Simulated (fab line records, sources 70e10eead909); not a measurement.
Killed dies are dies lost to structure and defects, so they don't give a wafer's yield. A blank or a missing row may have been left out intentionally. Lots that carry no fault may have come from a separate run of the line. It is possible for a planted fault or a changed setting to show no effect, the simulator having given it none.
fab line records	flow nand_harc	part 2 of 2: steps 19 to 26 of 26
record: lots: 5	wafers: 15	last_day: 30
route steps=1302 shown A_CONTACT@1074
lots with no fault: from the same line, run without faults
start_h: hours from the record's first day to the start of the lot's first wafer shown	wait_h: time in hours since the lot's previous step	" same as the row above	L1.1+2: several wafers, shown together as one row	- either no value or no given start	* or withheld: withheld	< > ~ a bound
route shown NAME@n: a module of which the file shows steps, and the number in the route of the first	usual: mean and standard deviation over wafers with no fault	same: alike in all rows	chamber/n: place in a boat	sites: per-site readings	_std_site: the standard deviation of these	_edge_site: outer sites' mean less inner sites'	radius_mm: how far each site lies from the wafer's centre	mask NAME#n: copy n	behind: the tool/chamber that last shaped the wafer	hold: what put the lot on hold/how long, in hours/how the hold closed	device: names the non-switching transistor (n, p or np)	end of line: the route-end tests of the same wafers	a step given without rows: its recipe and nothing more	killed: at the first sort, the dies lost to defects and structure; wafer yield is something else	map: the dies of a wafer, with x for killed, . for not killed, _ for no die there
set.NAME: the setting the step ran with; set.NAME@STEP: the setting that earlier step ran with	model.NAME: the simulator's own value behind a step, which no gauge read
a table for each step, a row for each wafer; lots at some steps of the route
services: a tool's chamber out of use, with start hour (start_h, from the record's first day; less than 0 if before it), hours out, and reason
== steps ==
step: NHARC_A_CONTACT_ETCH_92
recipe: target_depth_a: 400	over_etch_frac: 0.5	time_s: 85.7	ion_energy_ev: 120	ch3f_flow_sccm: 50	o2_flow_sccm: 30	ar_flow_sccm: 200	rf_w: 500	bias_w: 100	chemistry: CH3F/O2
usual: drypump_motor_current_A: 5.5/0.47	mfc_ar_sccm: 200.0/0.65	oes_product_au: 0.941/0.029	rf_vpp_V: 243.8/1.6	showerhead_plenum_p_Torr: 2.41/0.11	throttle_valve_pct: 20.662/0.0092
lot.wafer	tool	chamber	start_h	wait_h	drypump_motor_current_A	mfc_ar_sccm	oes_product_au	rf_hours_counter_h	rf_vpp_V	showerhead_plenum_p_Torr	throttle_valve_pct
L076.3	rie_diel-12	2	528.32	0.4	5.5	200.0	0.929	30	242.5	2.31	20.653
L076.4	"	1	"	"	6.6	199.7	0.950	32	241.2	2.30	20.651
L076.5	"	3	"	"	5.9	199.6	0.943	-	246.4	2.65	20.667
L077.4	rie_diel-13	3	531.19	0.4	5.6	200.2	0.930	1	243.6	2.40	20.688
L077.3	"	1	"	"	5.7	199.2	0.934	1	246.6	2.53	20.656
L077.6	"	3	"	"	5.5	199.4	0.928	-	244.0	2.40	20.666
L075.4	rie_diel-12	1	592.24	0.4	6.6	199.6	0.929	52	241.7	2.30	20.645
L075.6	"	0	"	"	6.3	201.4	0.921	-	245.4	2.48	20.673
L075.5	"	1	"	"	6.6	199.1	0.942	-	241.4	2.30	20.656
L085.4	rie_diel-06	3	628.54	0.4	5.4	199.2	0.995	45	240.9	2.27	20.655
L085.2	"	1	"	"	5.2	200.1	1.005	49	246.4	2.60	20.675
L085.5	"	3	"	"	5.4	200.3	1.004	-	242.8	2.27	20.664
L090.4	rie_diel-13	1	658.66	0.4	5.7	198.9	0.919	25	244.4	2.52	20.663
L090.2	"	3	"	"	5.6	200.6	0.927	27	244.2	2.38	20.643
L090.5	"	2	"	"	4.9	200.9	0.928	-	242.2	2.30	20.659
step: NHARC_A_CONTACT_ETCH_98
recipe: target_depth_a: 200	over_etch_frac: 0.5	time_s: 10	ion_energy_ev: 250	c4f6_flow_sccm: 25	o2_flow_sccm: 20	ar_flow_sccm: 500	rf_w: 600	bias_w: 500	chemistry: C4F6/O2
usual: drypump_motor_current_A: 5.5/0.47	mfc_ar_sccm: 500.0/1.6	oes_product_au: 0.958/0.024	rf_vpp_V: 545/3.6	showerhead_plenum_p_Torr: 3.86/0.17	throttle_valve_pct: 26.902/0.0092
lot.wafer	tool	chamber	start_h	wait_h	drypump_motor_current_A	mfc_ar_sccm	oes_product_au	rf_hours_counter_h	rf_vpp_V	showerhead_plenum_p_Torr	throttle_valve_pct
L076.3	rie_diel-12	0	-	-	6.3	500.8	0.964	28	547	3.97	26.891
L076.4	"	2	"	"	5.4	500.4	0.954	30	542	3.71	26.902
L076.5	"	0	"	"	6.3	498.3	0.961	-	548	3.97	26.907
L077.3	rie_diel-13	1	-	-	5.7	500.7	0.941	1	549	4.03	26.907
L077.4	"	2	"	"	4.9	499.3	0.954	1	544	3.70	26.901
L077.6	"	2	"	"	4.9	497.2	0.948	-	541	3.70	26.898
L075.4	rie_diel-12	0	-	-	6.3	500.1	0.948	55	547	3.96	26.903
L075.6	"	1	"	"	6.6	498.4	0.967	-	543	3.68	26.911
L075.5	"	2	"	"	5.5	501.6	0.936	-	542	3.69	26.908
L085.4	rie_diel-06	3	-	-	5.4	498.2	1.010	45	542	3.65	26.898
L085.2	"	1	"	"	5.3	499.9	1.001	49	552	4.13	26.906
L085.5	"	0	"	"	5.4	498.8	0.998	-	541	3.70	26.907
L090.2	rie_diel-13	1	-	-	5.7	501.8	0.950	25	549	4.02	26.889
L090.4	"	0	"	"	5.2	501.5	0.934	27	545	3.91	26.908
L090.5	"	2	"	"	4.9	497.8	0.951	-	542	3.68	26.887
step: NHARC_A_CONTACT_CD_MEAS_15
usual: cd_nm: 190.0/0.52
lot.wafer	tool	chamber	start_h	wait_h	cd_nm
L076.3	cd_sem-01	-	528.59	-	189.5
L076.4	"	-	"	"	189.9
L076.5	"	-	"	"	190.1
L077.3	cd_sem-02	-	531.41	-	190.2
L077.4	"	-	"	"	191.1
L077.6	"	-	"	"	190.5
L075.4	cd_sem-03	-	592.45	-	190.7
L075.5	"	-	"	"	190.5
L075.6	"	-	"	"	190.5
L085.2	cd_sem-01	-	628.90	-	189.6
L085.4	"	-	"	"	190.4
L085.5	"	-	"	"	191.1
L090.2	cd_sem-01	-	658.88	-	190.5
L090.4	"	-	"	"	189.3
L090.5	"	-	"	"	190.1
step: NHARC_A_CONTACT_STRIP_107
recipe: n2_flow_sccm: 150	h2_flow_sccm: 150	ar_flow_sccm: 0	bias_w: 0	chemistry: N2/H2
lot.wafer	tool	chamber	start_h	wait_h
L076.3+4+5	rie_diel-12	0,2,0	528.65	0.1
L077.3+4+6	rie_diel-13	1,2,1	531.49	0.1
L075.4+5+6	rie_diel-06	2,3,0	592.54	0.1
L085.4+2+5	rie_diel-06	1,2,2	628.98	0.1
L090.4+2+5	rie_diel-13	1,2,0	658.96	0.1
step: NHARC_A_CONTACT_STRIP_108
recipe: cf4_flow_sccm: 100	chf3_flow_sccm: 30	ar_flow_sccm: 0	bias_w: 0	chemistry: CF4/CHF3
lot.wafer	tool	chamber	start_h	wait_h
L076.4+3+5	rie_diel-12	0,2,3	528.88	0.2
L077.4+3+6	rie_diel-13	1,0,2	531.57	0.1
L075.4+5+6	rie_diel-06	3,0,1	592.62	0.1
L085.2+4+5	rie_diel-06	1,3,1	629.07	0.1
L090.2+4+5	rie_diel-13	3,0,3	659.05	0.1
step: NHARC_A_CONTACT_STRIP_109
recipe: o2_flow_sccm: 400	cos_flow_sccm: 20	ar_flow_sccm: 0	bias_w: 0	chemistry: O2/COS
lot.wafer	tool	chamber	start_h	wait_h
L076.4+3+5	rie_diel-12	1,3,1	529.06	0.2
L077.4+3+6	rie_diel-13	3,0,2	531.64	0.1
L075.4+6+5	rie_diel-06	3,1,2	592.68	0.1
L085.2+4+5	rie_diel-06	0,2,3	629.13	0.1
L090.2+4+5	rie_diel-13	0,1,0	659.11	0.1
step: NHARC_A_CONTACT_ETCH_110
recipe: target_depth_a: 600	overetch_a: 60	time_s: 33	ion_energy_ev: 100	cf4_flow_sccm: 80	o2_flow_sccm: 20	ar_flow_sccm: 0	rf_w: 300	bias_w: 100	chemistry: CF4/O2
usual: drypump_motor_current_A: 5.5/0.45	mfc_ar_sccm: 0.010/0.012	oes_ar_750_au: 1.000/0.0045	oes_product_au: 1.003/0.011	rf_vpp_V: 197.3/1.6	showerhead_plenum_p_Torr: 1.32/0.066	throttle_valve_pct: 13.397/0.0082
lot.wafer	tool	chamber	start_h	wait_h	drypump_motor_current_A	mfc_ar_sccm	oes_ar_750_au	oes_product_au	rf_hours_counter_h	rf_vpp_V	showerhead_plenum_p_Torr	throttle_valve_pct
L076.4	rie_diel-12	3	529.13	0.1	5.9	0	1.004	1.017	26	199.4	1.44	13.397
L076.3	"	0	"	"	6.3	0	1.001	0.996	28	197.7	1.35	13.401
L076.5	"	2	"	"	5.4	0.043	1.003	0.991	-	196.9	1.26	13.403
L077.3	rie_diel-13	1	531.70	0.1	5.6	0.017	0.997	0.997	1	197.5	1.37	13.398
L077.4	"	3	"	"	5.5	0	1.002	0.990	1	196.5	1.30	13.386
L077.6	"	0	"	"	5.2	0	1.001	0.989	-	198.2	1.34	13.390
L075.4	rie_diel-06	3	592.74	0.1	5.4	0.008	1.005	0.997	35	195.6	1.24	13.401
L075.5	"	2	"	"	4.9	0.004	1.004	0.992	-	199.3	1.30	13.400
L075.6	"	3	"	"	5.4	0.008	1.002	0.994	-	196.3	1.24	13.391
L085.2	rie_diel-06	1	629.19	0.1	5.2	0.019	1.002	1.000	49	200.7	1.41	13.383
L085.4	"	3	"	"	5.4	0.008	0.994	0.990	45	196.0	1.23	13.391
L085.5	"	2	"	"	4.9	0.004	0.994	0.994	-	197.3	1.30	13.397
L090.4	rie_diel-13	0	659.17	0.1	5.2	0	0.995	1.004	27	196.5	1.33	13.391
L090.2	"	3	"	"	5.6	0	1.002	1.014	27	197.1	1.29	13.389
L090.5	"	0	"	"	5.2	0	0.996	1.002	-	196.9	1.33	13.390
step: NHARC_A_CONTACT_STRIP_26
recipe: o2_flow_sccm: 500	ar_flow_sccm: 0	bias_w: 0	chemistry: O2
usual: drypump_motor_current_A: 5.5/0.46	mfc_ar_sccm: 0.011/0.012	oes_product_au: 1.003/0.01	rf_vpp_V: 57.6/0.92	showerhead_plenum_p_Torr: 3.47/0.16	throttle_valve_pct: 17.037/0.0097
lot.wafer	tool	chamber	start_h	wait_h	drypump_motor_current_A	mfc_ar_sccm	oes_product_au	rf_hours_counter_h	rf_vpp_V	showerhead_plenum_p_Torr	throttle_valve_pct
L076.4	rie_diel-12	1	-	-	6.5	0.021	1.023	33	57.8	3.32	17.044
L076.3	"	3	"	"	5.9	0	1.009	26	59.3	3.79	17.037
L076.5	"	0	"	"	6.3	0	1.002	-	57.1	3.57	17.049
L077.3	rie_diel-13	0	-	-	5.2	0	0.993	1	58.3	3.53	17.037
L077.4	"	1	"	"	5.7	0.017	0.995	1	57.8	3.63	17.026
L077.6	"	3	"	"	5.6	0	1.001	-	57.3	3.44	17.044
L075.4	rie_diel-06	0	-	-	5.4	0.000	1.012	36	57.7	3.33	17.028
L075.5	"	0	"	"	5.4	0.000	1.002	-	57.4	3.33	17.030
L075.6	"	1	"	"	5.2	0.019	1.014	-	57.5	3.72	17.053
L085.4	rie_diel-06	3	-	-	5.4	0.008	1.013	45	58.5	3.27	17.036
L085.2	"	0	"	"	5.4	0.000	1.006	46	58.1	3.32	17.027
L085.5	"	0	"	"	5.4	0.000	1.002	-	57.7	3.32	17.032
L090.4	rie_diel-13	0	-	-	5.2	0	1.007	27	57.0	3.52	17.024
L090.2	"	2	"	"	4.9	0.016	1.010	25	57.3	3.31	17.016
L090.5	"	0	"	"	5.2	0	1.003	-	57.9	3.52	17.026
== services ==
tool	chamber	start_h	hours	kind
litho_track-01	-	505.00	7.0	pm
rie_diel-13	-	519.00	9.0	pm
rie_diel-13	0	519.00	9.0	vent_cycle
rie_diel-13	1	519.00	9.0	vent_cycle
rie_diel-13	2	519.00	9.0	vent_cycle
rie_diel-13	3	519.00	9.0	vent_cycle
rie_diel-13	0	528.00	-	clean
rie_diel-13	1	528.00	-	clean
rie_diel-13	2	528.00	-	clean
rie_diel-13	3	528.00	-	clean
litho_track-06	-	529.00	7.0	pm
har_cap_etch-01	-	533.08	1.5	repair
arfi_scanner-03	-	540.00	4.0	pm
rie_diel-13	0	552.50	-	clean
litho_track-04	-	553.00	7.0	pm
har_cap_etch-03	-	571.77	11.1	repair
rie_diel-06	-	595.66	1.1	repair
arfi_scanner-01	-	596.00	4.0	pm
har_cap_etch-03	-	603.79	0.5	repair
arfi_scanner-01	-	606.04	0.6	repair
rie_diel-12	-	622.52	9.0	pm
arfi_scanner-02	-	656.02	4.0	pm
arfi_scanner-03	-	658.27	2.4	repair
rie_diel-12	3	659.32	4.4	repair
